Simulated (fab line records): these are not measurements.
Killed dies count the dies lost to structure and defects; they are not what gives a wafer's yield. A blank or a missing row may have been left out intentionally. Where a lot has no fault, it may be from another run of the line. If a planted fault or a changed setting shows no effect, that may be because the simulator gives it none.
fab line records :: flow n5_finfet
record
  lots=4
  wafers=12
  last_day=15
route steps=1938 shown BEOL_M4@1026 PASSIVATION@1936
lots with no fault: from the same line, run without faults
start_h: hours from the record's first day to the start of the lot's first wafer shown :: wait_h: hours elapsed since this lot's preceding step :: " repeats the value in the row above :: L1.1+2: a row that stands for several wafers :: - no value, or no start was given :: * or withheld: withheld :: < > ~ a bound
route shown NAME@n: a module of which the file shows steps, and the number in the route of the first :: usual: mean and standard deviation over wafers with no fault :: same: alike in all rows :: chamber/n: place in a boat :: sites: each site's reading :: _std_site: the standard deviation of these :: _edge_site: mean of outer sites minus mean of inner sites :: radius_mm: how far each site lies from the wafer's centre :: mask NAME#n: copy n :: behind: tool/chamber where the wafer was last shaped :: hold: why the lot was held/for how many hours/how that ended :: device: whichever transistor did not switch (one of n, p or np) :: end of line: the route-end tests of the same wafers :: a step with no rows: only its recipe :: killed: at the first sort, the dies lost to defects and structure; wafer yield is something else :: map: the dies of a wafer, with x for killed, . for not killed, _ for no die there
set.NAME: the setting as run; set.NAME@STEP: as run at that earlier step :: model.NAME: the simulator's own value behind a step, which no gauge read
lots seen at some steps along the route; tables by step, rows by wafer
services: when a tool's chamber went out of use (start_h, in hours from the record's first day, below 0 if earlier), for how many hours, and the reason
## steps
# step N5_BEOL_M4_COAT_62
# recipe
  resist=SiARC
  temp_c=220
  time_s=60
  spin_rpm=1500
  resist_thk_nm=12
# step N5_BEOL_M4_COAT_73
# recipe
  resist=underlayer
  temp_c=205
  time_s=60
  spin_rpm=1500
  resist_thk_nm=5
# step N5_BEOL_M4_COAT_05
# recipe
  resist=CAR-EUV
  spin_rpm=1500
  resist_thk_nm=30
# step N5_BEOL_M4_EBR_07
# recipe
  solvent=PGMEA
  ebr_width_mm=1.5
# step N5_BEOL_M4_SOFTBAKE_06
# recipe
  temp_c=110
  time_s=60
  resist=CAR-EUV
# step N5_BEOL_M4_EXPOSE_08
# recipe
  mask_id=M4
  na=0.33
  source_shape=dipole
  sigma_inner=0.369
  sigma_outer=0.767
  polarization=unpolarized
  dose_mj=41.25
# step N5_BEOL_M4_PEB_09
# recipe
  peb_temp_c=100
  peb_time_s=60
  resist=CAR-EUV
# step N5_BEOL_M4_DEVELOP_10
# recipe
  develop_time_s=30
  developer=TMAH
  resist=CAR-EUV
  rinse_liquid=surfactant_rinse
  dry=air_spin
  dev_temp_c=23
# step N5_BEOL_M4_DESCUM_16
# recipe
  chemistry=O2
  time_s=7
  source_power_w=50
  bias_power_w=20
  pressure_mtorr=20
  rf_frequency_hz=2.712e+07
  temp_c=40
  resist=CAR-EUV
  o2_flow_sccm=225
# step N5_BEOL_M4_ETCH_74
# recipe
  chemistry=N2/H2
  target=underlayer
  target_depth_a=65
  mask_material=CAR-EUV
  time_s=5.2
  ion_energy_ev=200
  pressure_mtorr=30
  source_w=840
  bias_w=150
  n2_flow_sccm=200
  h2_flow_sccm=200
  ends=cleared
# usual
  drypump_motor_current_A=5.6/0.42
  etch_rf_on_time_s=5.21/0.081
  oes_product_au=0.68/0.072
  rf_vpp_V=524/3.5
  showerhead_plenum_p_Torr=2.56/0.12
  throttle_valve_pct=17.94/0.2
lot.wafer: L467.1
tool: rie_diel-02
chamber: 2
start_h: 165.05
wait_h: 0.0
drypump_motor_current_A: 5.4
etch_rf_on_time_s: 5.38
oes_product_au: 0.59
rf_hours_counter_h: 234
rf_vpp_V: 522
showerhead_plenum_p_Torr: 2.50
throttle_valve_pct: 18.06

lot.wafer: L467.3
tool: rie_diel-02
chamber: 0
start_h: 165.05
wait_h: 0.0
drypump_motor_current_A: 5.9
etch_rf_on_time_s: 5.12
oes_product_au: 0.67
rf_hours_counter_h: 121
rf_vpp_V: 527
showerhead_plenum_p_Torr: 2.66
throttle_valve_pct: 18.03

lot.wafer: L467.6
tool: rie_diel-02
chamber: 2
start_h: 165.05
wait_h: 0.0
drypump_motor_current_A: 5.4
etch_rf_on_time_s: 5.36
oes_product_au: 0.58
rf_hours_counter_h: -
rf_vpp_V: 521
showerhead_plenum_p_Torr: 2.50
throttle_valve_pct: 18.05

lot.wafer: L468.2
tool: rie_diel-02
chamber: 1
start_h: 170.74
wait_h: 0.0
drypump_motor_current_A: 5.4
etch_rf_on_time_s: 5.14
oes_product_au: 0.70
rf_hours_counter_h: 88
rf_vpp_V: 528
showerhead_plenum_p_Torr: 2.69
throttle_valve_pct: 18.15

lot.wafer: L468.3
tool: rie_diel-02
chamber: 3
start_h: 170.74
wait_h: 0.0
drypump_motor_current_A: 5.7
etch_rf_on_time_s: 5.13
oes_product_au: 0.64
rf_hours_counter_h: 191
rf_vpp_V: 522
showerhead_plenum_p_Torr: 2.53
throttle_valve_pct: 17.71

lot.wafer: L468.5
tool: rie_diel-02
chamber: 0
start_h: 170.74
wait_h: 0.0
drypump_motor_current_A: 5.9
etch_rf_on_time_s: 5.05
oes_product_au: 0.69
rf_hours_counter_h: -
rf_vpp_V: 527
showerhead_plenum_p_Torr: 2.66
throttle_valve_pct: 18.04

lot.wafer: L470.2
tool: rie_diel-02
chamber: 3
start_h: 171.02
wait_h: 0.0
drypump_motor_current_A: 5.7
etch_rf_on_time_s: 5.09
oes_product_au: 0.64
rf_hours_counter_h: 191
rf_vpp_V: 523
showerhead_plenum_p_Torr: 2.52
throttle_valve_pct: 17.69

lot.wafer: L470.3
tool: rie_diel-02
chamber: 1
start_h: 171.02
wait_h: 0.0
drypump_motor_current_A: 5.4
etch_rf_on_time_s: 5.16
oes_product_au: 0.69
rf_hours_counter_h: 88
rf_vpp_V: 527
showerhead_plenum_p_Torr: 2.69
throttle_valve_pct: 18.12

lot.wafer: L470.5
tool: rie_diel-02
chamber: 0
start_h: 171.02
wait_h: 0.0
drypump_motor_current_A: 5.9
etch_rf_on_time_s: 5.07
oes_product_au: 0.68
rf_hours_counter_h: -
rf_vpp_V: 527
showerhead_plenum_p_Torr: 2.66
throttle_valve_pct: 18.04

lot.wafer: L478.1
tool: rie_diel-06
chamber: 3
start_h: 244.08
wait_h: 0.0
drypump_motor_current_A: 6.3
etch_rf_on_time_s: 5.17
oes_product_au: 0.74
rf_hours_counter_h: 57
rf_vpp_V: 522
showerhead_plenum_p_Torr: 2.48
throttle_valve_pct: 17.66

lot.wafer: L478.2
tool: rie_diel-06
chamber: 2
start_h: 244.08
wait_h: 0.0
drypump_motor_current_A: 5.9
etch_rf_on_time_s: 5.16
oes_product_au: 0.57
rf_hours_counter_h: 231
rf_vpp_V: 523
showerhead_plenum_p_Torr: 2.52
throttle_valve_pct: 18.18

lot.wafer: L478.3
tool: rie_diel-06
chamber: 1
start_h: 244.08
wait_h: 0.0
drypump_motor_current_A: 6.3
etch_rf_on_time_s: 5.24
oes_product_au: 0.77
rf_hours_counter_h: 26
rf_vpp_V: 527
showerhead_plenum_p_Torr: 2.70
throttle_valve_pct: 17.95
# step N5_BEOL_M4_ETCH_63
# recipe
  chemistry=CF4
  target=SiARC
  target_depth_a=156
  mask_material=CAR-EUV
  time_s=26
  ion_energy_ev=80
  pressure_mtorr=40
  source_w=545
  bias_w=36
  Ar_flow_sccm=100
  cf4_flow_sccm=100
  ends=cleared
# step N5_BEOL_M4_ETCH_64
# recipe
  chemistry=N2/H2
  target=SOC
  target_depth_a=750
  overetch_a=225
  mask_material=SiARC
  temp_c=40
  time_s=121.9
  ion_energy_ev=200
  pressure_mtorr=30
  source_w=840
  bias_w=150
  n2_flow_sccm=200
  h2_flow_sccm=200
# step N5_BEOL_M4_STRIP_65
# recipe
  chemistry=N2/H2
  temp_c=40
  n2_flow_sccm=200
  h2_flow_sccm=200
  rf_frequency_hz=6e+07
# step N5_BEOL_M4_STRIP_75
# recipe
  chemistry=N2/H2
  temp_c=40
  n2_flow_sccm=200
  h2_flow_sccm=200
  rf_frequency_hz=6e+07
# step N5_BEOL_M4_STRIP_66
# recipe
  chemistry=CF4
  resist=SiARC
  power_w=300
  bias_power_w=75
  pressure_mtorr=50
  cf4_flow_sccm=150
  rf_frequency_hz=6e+07
# step N5_BEOL_M4_HM_OPEN_17
# recipe
  chemistry=Cl2/BCl3
  target_depth_a=200
  overetch_a=60
  target=TiN
  mask_material=SOC
  ion_energy_ev=150
  pressure_mtorr=10
  icp_w=1000
  bias_w=126
  Cl2_flow_sccm=53.25
  bcl3_flow_sccm=21.75
  Ar_flow_sccm=25
# step N5_BEOL_M4_STRIP_19
# recipe
  chemistry=O2
  power_w=400
  temp_c=40
  pressure_mtorr=30
  rf_frequency_hz=6e+07
  bias_power_w=0
  overash_fraction=0.2
  o2_flow_sccm=225
# step N5_BEOL_M4_COAT_67
# recipe
  resist=SOC
  temp_c=250
  time_s=60
  spin_rpm=1500
  resist_thk_nm=60
# step N5_BEOL_M4_COAT_68
# recipe
  resist=SiARC
  temp_c=220
  time_s=60
  spin_rpm=1500
  resist_thk_nm=12
# step N5_BEOL_M4_COAT_76
# recipe
  resist=underlayer
  temp_c=205
  time_s=60
  spin_rpm=1500
  resist_thk_nm=5
# step N5_BEOL_M4_COAT_22
# recipe
  resist=CAR-EUV
  spin_rpm=1500
  resist_thk_nm=30
# step N5_BEOL_M4_EBR_24
# recipe
  solvent=PGMEA
  ebr_width_mm=1.5
# step N5_BEOL_M4_SOFTBAKE_23
# recipe
  temp_c=110
  time_s=60
  resist=CAR-EUV
# step N5_BEOL_M4_EXPOSE_25
# recipe
  mask_id=V3
  na=0.33
  source_shape=quasar
  sigma_inner=0.2
  sigma_outer=0.8
  polarization=unpolarized
  defocus_nm=5
  dose_mj=63
# step N5_BEOL_M4_PEB_26
# recipe
  peb_temp_c=100
  peb_time_s=60
  resist=CAR-EUV
# step N5_BEOL_M4_DEVELOP_27
# recipe
  develop_time_s=30
  developer=TMAH
  resist=CAR-EUV
  rinse_liquid=surfactant_rinse
  dry=air_spin
  dev_temp_c=23
# step N5_BEOL_M4_INSPECT_30
# recipe
  mode=adi
  inspect_instrument=brightfield
# usual
  raw_defect_count=385/100
lot.wafer: L467.1
tool: defect_inspect-01
chamber: -
start_h: 165.85
wait_h: 0.1
raw_defect_count: 398

lot.wafer: L467.3
tool: defect_inspect-01
chamber: -
start_h: 165.85
wait_h: 0.1
raw_defect_count: 408

lot.wafer: L467.6
tool: defect_inspect-01
chamber: -
start_h: 165.85
wait_h: 0.1
raw_defect_count: 361

lot.wafer: L468.2
tool: defect_inspect-02
chamber: -
start_h: 171.54
wait_h: 0.0
raw_defect_count: 737

lot.wafer: L468.3
tool: defect_inspect-02
chamber: -
start_h: 171.54
wait_h: 0.0
raw_defect_count: 1027

lot.wafer: L468.5
tool: defect_inspect-02
chamber: -
start_h: 171.54
wait_h: 0.0
raw_defect_count: 514

lot.wafer: L470.2
tool: defect_inspect-02
chamber: -
start_h: 171.91
wait_h: 0.0
raw_defect_count: 780

lot.wafer: L470.3
tool: defect_inspect-02
chamber: -
start_h: 171.91
wait_h: 0.0
raw_defect_count: 279

lot.wafer: L470.5
tool: defect_inspect-02
chamber: -
start_h: 171.91
wait_h: 0.0
raw_defect_count: 230

lot.wafer: L478.1
tool: defect_inspect-01
chamber: -
start_h: 244.89
wait_h: 0.1
raw_defect_count: 222

lot.wafer: L478.2
tool: defect_inspect-01
chamber: -
start_h: 244.89
wait_h: 0.1
raw_defect_count: 285

lot.wafer: L478.3
tool: defect_inspect-01
chamber: -
start_h: 244.89
wait_h: 0.1
raw_defect_count: 303
# step N5_BEOL_M4_DESCUM_33
# recipe
  chemistry=O2
  time_s=7
  source_power_w=50
  bias_power_w=20
  pressure_mtorr=20
  rf_frequency_hz=2.712e+07
  temp_c=40
  resist=CAR-EUV
  o2_flow_sccm=225
# step N5_BEOL_M4_RC_MEAS_101
# usual
  DIBL_N=36.4/1.5
  DIBL_P=35.8/1.7
  IOFF_N=0.154/0.022
  IOFF_P=0.21/0.031
  ION_N=672/8.8
  ION_P=462/7.2
  SS_N=71.5/0.53
  SS_P=73.2/0.62
  VT_N=250.4/2.5
  VT_P=-250/3.5
lot.wafer: L467.1
tool: prober-01
chamber: 0
start_h: 171.00
wait_h: 0.0
DIBL_N[mV/V]: 39.1
DIBL_P[mV/V]: 38.6
IOFF_N[nA/um]: 0.185
IOFF_P[nA/um]: 0.27
ION_N[uA/um]: 675
ION_P[uA/um]: 468
SS_N[mV/dec]: 72.0
SS_P[mV/dec]: 73.6
VT_N[mV]: 247.0
VT_P[mV]: -246

lot.wafer: L467.3
tool: prober-01
chamber: 0
start_h: 171.00
wait_h: 0.0
DIBL_N[mV/V]: 38.7
DIBL_P[mV/V]: 37.9
IOFF_N[nA/um]: 0.183
IOFF_P[nA/um]: 0.26
ION_N[uA/um]: 676
ION_P[uA/um]: 466
SS_N[mV/dec]: 71.2
SS_P[mV/dec]: 74.0
VT_N[mV]: 249.4
VT_P[mV]: -248

lot.wafer: L467.6
tool: prober-01
chamber: 0
start_h: 171.00
wait_h: 0.0
DIBL_N[mV/V]: 39.5
DIBL_P[mV/V]: 38.2
IOFF_N[nA/um]: 0.185
IOFF_P[nA/um]: 0.26
ION_N[uA/um]: 678
ION_P[uA/um]: 466
SS_N[mV/dec]: 71.5
SS_P[mV/dec]: 73.6
VT_N[mV]: 247.9
VT_P[mV]: -243

lot.wafer: L468.2
tool: prober-02
chamber: 0
start_h: 176.31
wait_h: 0.2
DIBL_N[mV/V]: 37.2
DIBL_P[mV/V]: 35.9
IOFF_N[nA/um]: 0.149
IOFF_P[nA/um]: 0.18
ION_N[uA/um]: 666
ION_P[uA/um]: 455
SS_N[mV/dec]: 71.5
SS_P[mV/dec]: 73.8
VT_N[mV]: 251.4
VT_P[mV]: -253

lot.wafer: L468.3
tool: prober-02
chamber: 0
start_h: 176.31
wait_h: 0.2
DIBL_N[mV/V]: 37.9
DIBL_P[mV/V]: 35.6
IOFF_N[nA/um]: 0.146
IOFF_P[nA/um]: 0.18
ION_N[uA/um]: 666
ION_P[uA/um]: 453
SS_N[mV/dec]: 71.4
SS_P[mV/dec]: 73.5
VT_N[mV]: 250.9
VT_P[mV]: -256

lot.wafer: L468.5
tool: prober-02
chamber: 0
start_h: 176.31
wait_h: 0.2
DIBL_N[mV/V]: 37.8
DIBL_P[mV/V]: 35.3
IOFF_N[nA/um]: 0.151
IOFF_P[nA/um]: 0.17
ION_N[uA/um]: 670
ION_P[uA/um]: 450
SS_N[mV/dec]: 72.1
SS_P[mV/dec]: 73.0
VT_N[mV]: 250.8
VT_P[mV]: -257

lot.wafer: L470.2
tool: prober-01
chamber: 0
start_h: 177.57
wait_h: 0.2
DIBL_N[mV/V]: 35.7
DIBL_P[mV/V]: 36.6
IOFF_N[nA/um]: 0.155
IOFF_P[nA/um]: 0.19
ION_N[uA/um]: 683
ION_P[uA/um]: 462
SS_N[mV/dec]: 71.1
SS_P[mV/dec]: 72.9
VT_N[mV]: 251.8
VT_P[mV]: -255

lot.wafer: L470.3
tool: prober-01
chamber: 0
start_h: 177.57
wait_h: 0.2
DIBL_N[mV/V]: 37.1
DIBL_P[mV/V]: 37.0
IOFF_N[nA/um]: 0.166
IOFF_P[nA/um]: 0.19
ION_N[uA/um]: 663
ION_P[uA/um]: 450
SS_N[mV/dec]: 72.5
SS_P[mV/dec]: 73.2
VT_N[mV]: 249.7
VT_P[mV]: -255

lot.wafer: L470.5
tool: prober-01
chamber: 0
start_h: 177.57
wait_h: 0.2
DIBL_N[mV/V]: 37.2
DIBL_P[mV/V]: 38.4
IOFF_N[nA/um]: 0.181
IOFF_P[nA/um]: 0.21
ION_N[uA/um]: 686
ION_P[uA/um]: 463
SS_N[mV/dec]: 71.9
SS_P[mV/dec]: 74.1
VT_N[mV]: 247.7
VT_P[mV]: -253

lot.wafer: L478.1
tool: prober-02
chamber: 0
start_h: 251.91
wait_h: 0.0
DIBL_N[mV/V]: 38.0
DIBL_P[mV/V]: 38.4
IOFF_N[nA/um]: 0.179
IOFF_P[nA/um]: 0.20
ION_N[uA/um]: 672
ION_P[uA/um]: 455
SS_N[mV/dec]: 71.3
SS_P[mV/dec]: 74.7
VT_N[mV]: 248.1
VT_P[mV]: -252

lot.wafer: L478.2
tool: prober-02
chamber: 0
start_h: 251.91
wait_h: 0.0
DIBL_N[mV/V]: 35.3
DIBL_P[mV/V]: 35.0
IOFF_N[nA/um]: 0.128
IOFF_P[nA/um]: 0.16
ION_N[uA/um]: 656
ION_P[uA/um]: 452
SS_N[mV/dec]: 71.4
SS_P[mV/dec]: 74.0
VT_N[mV]: 253.2
VT_P[mV]: -257

lot.wafer: L478.3
tool: prober-02
chamber: 0
start_h: 251.91
wait_h: 0.0
DIBL_N[mV/V]: 37.2
DIBL_P[mV/V]: 36.9
IOFF_N[nA/um]: 0.160
IOFF_P[nA/um]: 0.19
ION_N[uA/um]: 668
ION_P[uA/um]: 458
SS_N[mV/dec]: 71.8
SS_P[mV/dec]: 73.4
VT_N[mV]: 252.4
VT_P[mV]: -255
# step N5_PASSIVATION_PROBE_49
# usual
  defect_limited_yield=91.5/1.4
  killed_at_M0_to_M3=32/9.8
  killed_at_M4_up=13/5.3
  killed_at_contacts=13/6.4
  killed_at_front_end=39/10
  killed_at_other=3.1/2.5
  killed_dies=100/17
  killed_open=65/13
  killed_short=33/7.7
  sort_bin_5_function=5.0/0.93
  sort_bin_6_memory=3.2/0.69
  sort_n_pass=1080/17
  sort_yield_pct=91.5/1.4
# same
  gross_dies=1180
  killed_at_back_side=0
  sort_bin_4_leakage[%]=0
  sort_bin_8_speed[%]=0
lot.wafer: L467.1
tool: prober-02
chamber: -
start_h: 275.94
wait_h: 0.0
defect_limited_yield[%]: 90.0
killed_at_M0_to_M3: 28
killed_at_M4_up: 13
killed_at_contacts: 23
killed_at_front_end: 54
killed_at_other: 0
killed_dies: 118
killed_open: 76
killed_short: 42
sort_bin_5_function[%]: 5.1
sort_bin_6_memory[%]: 4.6
sort_n_pass: 1062
sort_yield_pct[%]: 90.0

lot.wafer: L467.3
tool: prober-02
chamber: -
start_h: 276.04
wait_h: 0.1
defect_limited_yield[%]: 90.8
killed_at_M0_to_M3: 32
killed_at_M4_up: 9
killed_at_contacts: 17
killed_at_front_end: 45
killed_at_other: 6
killed_dies: 109
killed_open: 70
killed_short: 38
sort_bin_5_function[%]: 5.2
sort_bin_6_memory[%]: 3.7
sort_n_pass: 1071
sort_yield_pct[%]: 90.8

lot.wafer: L467.6
tool: prober-02
chamber: -
start_h: 276.19
wait_h: 0.3
defect_limited_yield[%]: 91.2
killed_at_M0_to_M3: 34
killed_at_M4_up: 8
killed_at_contacts: 14
killed_at_front_end: 45
killed_at_other: 3
killed_dies: 104
killed_open: 54
killed_short: 49
sort_bin_5_function[%]: 5.0
sort_bin_6_memory[%]: 3.3
sort_n_pass: 1076
sort_yield_pct[%]: 91.2

lot.wafer: L468.3
tool: prober-01
chamber: -
start_h: 280.22
wait_h: 0.1
defect_limited_yield[%]: 83.9
killed_at_M0_to_M3: 32
killed_at_M4_up: 125
killed_at_contacts: 8
killed_at_front_end: 23
killed_at_other: 2
killed_dies: 190
killed_open: 46
killed_short: 25
sort_bin_5_function[%]: 10.3
sort_bin_6_memory[%]: 4.2
sort_n_pass: 990
sort_yield_pct[%]: 83.9

lot.wafer: L470.2
tool: prober-02
chamber: -
start_h: 289.75
wait_h: 0.1
defect_limited_yield[%]: 84.2
killed_at_M0_to_M3: 21
killed_at_M4_up: 127
killed_at_contacts: 11
killed_at_front_end: 26
killed_at_other: 1
killed_dies: 186
killed_open: 45
killed_short: 22
sort_bin_5_function[%]: 10.2
sort_bin_6_memory[%]: 3.8
sort_n_pass: 994
sort_yield_pct[%]: 84.2
# killed by level:class
L467.1 MOL_CONTACT_COAG:geometric_particle:open=18 FIN_SAQP:geometric_particle:open=11 FIN_SAQP:geometric_particle:short=10 STI_FIN_REVEAL:geometric_particle:open=9 BEOL_M3:geometric_particle:open=8 ILD0:geometric_particle:open=6 ILD0:geometric_particle:short=5 MOL_CONTACT_COAG:geometric_particle:short=5
L467.3 STI_FIN_REVEAL:geometric_particle:open=13 BEOL_M3:geometric_particle:open=13 MOL_CONTACT_COAG:geometric_particle:open=11 FIN_SAQP:geometric_particle:open=10 FIN_SAQP:geometric_particle:short=8 MOL_CONTACT_COAG:geometric_particle:short=6 BEOL_M0_SAQP:geometric_particle:short=5 STARTING-WAFER:geometric_particle:short=5
L467.6 BEOL_M2:geometric_particle:open=7 MOL_CONTACT_COAG:geometric_particle:short=7 MOL_CONTACT_COAG:geometric_particle:open=7 BEOL_M0_SAQP:geometric_particle:short=7 FIN_SAQP:geometric_particle:short=5 GATE_CUT:geometric_particle:open=5 BEOL_M2:geometric_particle:short=5 BEOL_M3:geometric_particle:open=5
L468.3 BEOL_M4:unspecified=119 BEOL_M0_SAQP:geometric_particle:short=9 BEOL_M2:geometric_particle:open=8 FIN_CUT:geometric_particle:open=6 BEOL_M0_SAQP:geometric_particle:open=4 MOL_CONTACT_COAG:geometric_particle:open=4 MOL_CONTACT_COAG:geometric_particle:short=4 BEOL_M0:geometric_particle:open=4
L470.2 BEOL_M4:unspecified=117 MOL_CONTACT_COAG:geometric_particle:open=9 STARTING-WAFER:geometric_particle:open=7 BEOL_M0_SAQP:geometric_particle:short=6 BEOL_M0_SAQP:geometric_particle:open=6 FIN_SAQP:geometric_particle:short=5 BEOL_M3:geometric_particle:open=4 FIN_SAQP:geometric_particle:open=3
# map L468.3 (x killed, . not)
_________________............________________
______________.....xx....x......_____________
___________.....x...............x..__________
__________.........................x_________
________........................x....._______
_______..............x....x............______
______......................x..........._____
_____..x............x....................____
____....x.................................___
___........................................__
___........................x....x.....x....__
__.x..x............x.......x..xx....x......._
__....x......................x............x._
_........x...x..xx..x.x......................
_.....xxxxxxx................................
_.....xxxx.x.xxx...x...................x.....
_..x.xxxxxxxxxxx..................xx.x.......
_...xxxxxxxxxxx...x...........x..............
_x...xxxxxxxxxxxxx............x.....x....x...
_.x.xxxxxxxxxxxxxx......x.................x..
_..xxxxxxxxxxxxx.......................x.....
__..xxxxxxxxxxxx.x.........................._
__x..xxxxxxxxxxx...............x..........x._
___.x..xxxxx.x.x.........x.............x...__
___...x.x.xx.xx.......................x....__
____..x..x..........xx....x...............___
_____................................x...____
______.....x......x.........x..........._____
_______.............x..................______
________.......................x.x.x.._______
__________x.x..x..x.............x..._________
___________................x.......__________
______________...........x...x.._____________
_________________............________________
# map L470.2 (x killed, . not)
_________________............________________
______________.......x....x....._____________
___________.............x..........__________
__________........x................._________
________.............................._______
_______.....x.....................x...x______
______..........x............x...x......_____
_____.....x..............................____
____x...............x.x.....x....x........___
___x.......x..x...x.........x.......x..xx..__
___..............x.......x....x........xx..__
__.........................................._
__..............x..........................._
_.....xx..x...........x............xx.....x..
_......x.xxx.........x.........x..........x..
_....x...xxx.xx.xx............x..............
_.xx.xxxxxxxxxxx.............................
_...xxxxxxxxxxxx......x..x..........x....x...
_x..xxxxxxxxxxxxxx..............x............
_...xxxxxxxxxxxxx...x........................
_.xxxxxxxxxxxxxx.x................x...x......
__..xxxxxxxxxxxxxx.........................._
__x.xx.xxxxxxx.x.x...........x.............._
___....x.xxxxx.x.x.......................x.__
___....x.xxx................x......x.......__
____.....xx...........x...................___
_____..........................x.........____
______....x............................._____
_______.........x.....x.............x..______
________......x...x.....x.x...x......._______
__________........x................._________
___________..x.....................__________
______________.................._____________
_________________............________________
## services
tool: rie_diel-06
chamber: 1
start_h: 152.17
hours: -
kind: clean

tool: rie_diel-06
chamber: 1
start_h: 152.17
hours: -
kind: consumable_replace:focus_ring

tool: rie_diel-06
chamber: 1
start_h: 152.17
hours: -
kind: consumable_replace:showerhead

tool: rie_diel-06
chamber: 1
start_h: 152.17
hours: 15.1
kind: scheduled_down

tool: rie_diel-06
chamber: 1
start_h: 152.17
hours: 15.1
kind: vent_cycle

tool: rie_diel-02
chamber: 2
start_h: 170.33
hours: 32.7
kind: repair

tool: rie_diel-02
chamber: 2
start_h: 237.85
hours: -
kind: clean

tool: rie_diel-02
chamber: 2
start_h: 237.85
hours: -
kind: consumable_replace:focus_ring

tool: rie_diel-02
chamber: 2
start_h: 237.85
hours: 13.9
kind: scheduled_down

tool: rie_diel-02
chamber: 2
start_h: 237.85
hours: 13.9
kind: vent_cycle

tool: rie_diel-06
chamber: 0
start_h: 243.05
hours: 2.5
kind: repair
## key
first_sign
  step=N5_BEOL_M4_INSPECT_30
  reading=raw_defect_count
  direction=up
  sigmas=5
  usual=385
  struck=904
effect
  step=N5_PASSIVATION_PROBE_49
  reading=killed_at_M4_up
  direction=up
  sigmas=21
  usual=13
  struck=126
more_kills_born_at
  N5_BEOL_M4_ETCH_74@rie_diel-02=236
met_at N5_BEOL_M4_ETCH_74
struck_wafers L468.3,L470.2
fault
  kind=chamber_particle_source
  tool=rie_diel-02
  chamber=3
  onset_h=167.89
  steps=N5_BEOL_M4_ETCH_74
  rate_per_visit_cm2=0.76299
  end_h=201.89
